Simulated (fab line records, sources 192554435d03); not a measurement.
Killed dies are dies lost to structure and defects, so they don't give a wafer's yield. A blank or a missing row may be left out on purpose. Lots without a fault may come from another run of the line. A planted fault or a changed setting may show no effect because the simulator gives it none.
Which tool did it? | flow n5_finfet | 12 lots, 35 wafers sampled, at 5 steps of a route of 1938

WHAT THE GAUGES READ, wafer by wafer
N5_BEOL_M8_CD_MEAS_11: target cd 38.5 nm. Usual: cd_nm 38.4 nm, standard deviation 0.57.
lot  | measured     | on        | cd_nm (nm)     | flag
L289 | day 9 20:20  | cd_sem-02 | 39.1 39.0 38.0 |
L290 | day 10 15:05 | cd_sem-02 | 38.1 37.7 38.2 |
L291 | day 10 18:08 | cd_sem-02 | 38.5 38.7 38.1 |
L292 | day 10 22:26 | cd_sem-02 | 38.6 37.6 38.1 |
L294 | day 11 01:59 | cd_sem-02 | 39.4 39.0 38.1 |
L293 | day 11 02:16 | cd_sem-02 | 37.8 37.6 38.7 |
L295 | day 11 05:26 | cd_sem-02 | 38.3 37.2 37.9 |
L296 | day 11 07:27 | cd_sem-02 | 38.4 39.3 38.2 |
L299 | day 12 19:11 | cd_sem-01 | 38.8 37.7 39.3 |
L302 | day 13 08:33 | cd_sem-02 | 39.0 38.7 39.3 |
L303 | day 13 08:50 | cd_sem-02 | 38.4 39.1      |
L306 | day 14 11:03 | cd_sem-01 | 38.1 39.2 39.3 |

N5_BEOL_M8_OVL_MEAS_12. Usual: M8_OVL 0.3 nm, standard deviation 0.75.
lot  | measured     | on         | M8_OVL (nm)    | flag
L289 | day 9 20:22  | overlay-02 | -0.2 0.5 -0.3  |
L290 | day 10 15:07 | overlay-02 | 0.1 0.2 -0.1   |
L291 | day 10 18:10 | overlay-02 | 0.5 0.6 0.9    |
L292 | day 10 22:28 | overlay-02 | 10.6 11.0 12.2 | OFF
L294 | day 11 02:01 | overlay-02 | 0.1 0.3 1.1    |
L293 | day 11 02:17 | overlay-02 | -0.1 0.3 0.9   |
L295 | day 11 05:28 | overlay-02 | 12.0 11.9 11.9 | OFF
L296 | day 11 07:31 | overlay-02 | -1.1 -0.7 -1.6 |
L299 | day 12 19:13 | overlay-02 | 0.9 -0.3 -0.1  |
L302 | day 13 08:35 | overlay-02 | -0.1 0.8 0.7   |
L303 | day 13 08:52 | overlay-02 | -1.0 0.6       |
L306 | day 14 11:05 | overlay-02 | 0.9 -0.1 -0.1  |

N5_BEOL_M8_CD_MEAS_18: pitch 80 nm, target cd 40 nm. Usual: cd_nm 39.8 nm, standard deviation 0.71.
lot  | measured     | on        | cd_nm (nm)     | flag
L289 | day 9 20:53  | cd_sem-01 | 40.0 40.0 38.9 |
L290 | day 10 15:40 | cd_sem-01 | 39.3 39.8 39.7 |
L291 | day 10 18:44 | cd_sem-02 | 39.9 40.7 39.5 |
L292 | day 10 23:17 | cd_sem-01 | 40.7 38.7 40.3 |
L294 | day 11 02:36 | cd_sem-02 | 41.7 40.3 39.8 |
L293 | day 11 02:58 | cd_sem-01 | 39.6 39.4 40.3 |
L295 | day 11 06:20 | cd_sem-01 | 39.5 39.0 39.7 |
L296 | day 11 08:02 | cd_sem-02 | 39.6 40.9 39.7 |
L299 | day 12 19:46 | cd_sem-01 | 40.2 39.5 40.7 |
L302 | day 13 09:23 | cd_sem-01 | 41.0 40.2 40.9 |
L303 | day 13 09:50 | cd_sem-01 | 39.7 39.6      |
L306 | day 14 11:41 | cd_sem-01 | 38.8 40.1 39.9 |

WHICH TOOL RAN EACH LOT (tool, then ch and the chambers of the sampled wafers, then the start)
lot  | N5_BEOL_M7_ANNEAL_51             | N5_BEOL_M8_EXPOSE_08
L289 | rtp_anneal-02 ch 0, day 9 16:27  | arfi_scanner-01 ch 0, day 9 20:13
L290 | rtp_anneal-01 ch 0, day 10 12:52 | arfi_scanner-02 ch 0, day 10 14:58
L291 | rtp_anneal-01 ch 0, day 10 15:45 | arfi_scanner-02 ch 0, day 10 18:01
L292 | rtp_anneal-01 ch 0, day 10 19:08 | arfi_scanner-02 ch 0, day 10 22:19
L294 | rtp_anneal-01 ch 0, day 10 22:41 | arfi_scanner-01 ch 0, day 11 01:52
L293 | rtp_anneal-01 ch 0, day 11 00:03 | arfi_scanner-01 ch 0, day 11 02:09
L295 | rtp_anneal-01 ch 0, day 11 02:53 | arfi_scanner-02 ch 0, day 11 05:19
L296 | rtp_anneal-02 ch 0, day 11 04:36 | arfi_scanner-01 ch 0, day 11 07:19
L299 | rtp_anneal-01 ch 0, day 12 15:10 | arfi_scanner-03 ch 0, day 12 19:03
L302 | rtp_anneal-02 ch 0, day 13 05:19 | arfi_scanner-03 ch 0, day 13 08:26
L303 | rtp_anneal-01 ch 0, day 13 06:32 | arfi_scanner-03 ch 0, day 13 08:43
L306 | rtp_anneal-02 ch 0, day 14 08:31 | arfi_scanner-01 ch 0, day 14 10:56
- N5_BEOL_M7_ANNEAL_51: time 90 s.
- N5_BEOL_M8_EXPOSE_08: exposes mask M8.

WHAT THE TOOLS THEMSELVES READ (means of the sampled wafers that have a number; where no wafer has one, the mark that the record gives instead)
N5_BEOL_M7_ANNEAL_51. Usual: wafer_temp_C_max 226.2, standard deviation 0.5.
lot  | tool          | wafer_temp_C_max | flag
L289 | rtp_anneal-02 | 226.6            |
L290 | rtp_anneal-01 | 225.9            |
L291 | rtp_anneal-01 | 225.7            |
L292 | rtp_anneal-01 | 225.8            |
L294 | rtp_anneal-01 | 225.9            |
L293 | rtp_anneal-01 | 225.8            |
L295 | rtp_anneal-01 | 225.7            |
L296 | rtp_anneal-02 | 227.0            |
L299 | rtp_anneal-01 | 225.6            |
L302 | rtp_anneal-02 | 226.4            |
L303 | rtp_anneal-01 | 225.8            |
L306 | rtp_anneal-02 | 226.6            |

N5_BEOL_M8_EXPOSE_08. Usual: stage_vel_mm_s 499.99 mm/s, standard deviation 0.27.
lot  | tool            | stage_vel_mm_s (mm/s) | flag
L289 | arfi_scanner-01 | 499.71                |
L290 | arfi_scanner-02 | 499.70                |
L291 | arfi_scanner-02 | 500.10                |
L292 | arfi_scanner-02 | 499.67                |
L294 | arfi_scanner-01 | 500.18                |
L293 | arfi_scanner-01 | 500.13                |
L295 | arfi_scanner-02 | 499.98                |
L296 | arfi_scanner-01 | 499.99                |
L299 | arfi_scanner-03 | 500.29                |
L302 | arfi_scanner-03 | 499.70                |
L303 | arfi_scanner-03 | 500.14                |
L306 | arfi_scanner-01 | 499.67                |

THE ANSWER, worked out from the rows above alone
Rule: a lot is off if the mean of its wafers that have a number lies more than 3 standard deviations from the usual mean. A lot without any number at a reading at which 4 lots or more have one is off too. The other lots that the step has rows for count as sound. The gauges are gone through in route order, then the tools' own readings, and for those a lot's mean is taken as printed above. The first step at which some lot is off is used, and at that step the reading that is off furthest; a lot without a number counts as furthest.
Off: L292, L295, at N5_BEOL_M8_OVL_MEAS_12 (M8_OVL).
A tool fits if, at a process step before that reading, it ran every lot that is off, and no sound lot after the first of them. The gauges at N5_BEOL_M8_OVL_MEAS_12 are tried like those tools. One fits: arfi_scanner-02 at N5_BEOL_M8_EXPOSE_08. Its last sound lot is L291 (day 10 18:01), its first lot that is off L292 (day 10 22:19): a fault that began between those two fits.

WHAT THE SIMULATOR HAD PUT IN
Scanner matching overlay: arfi_scanner-02, from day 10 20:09 on, at N5_BEOL_M8_EXPOSE_08. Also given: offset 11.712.
Lots struck among those shown: L292, L295. The rule above found the same.
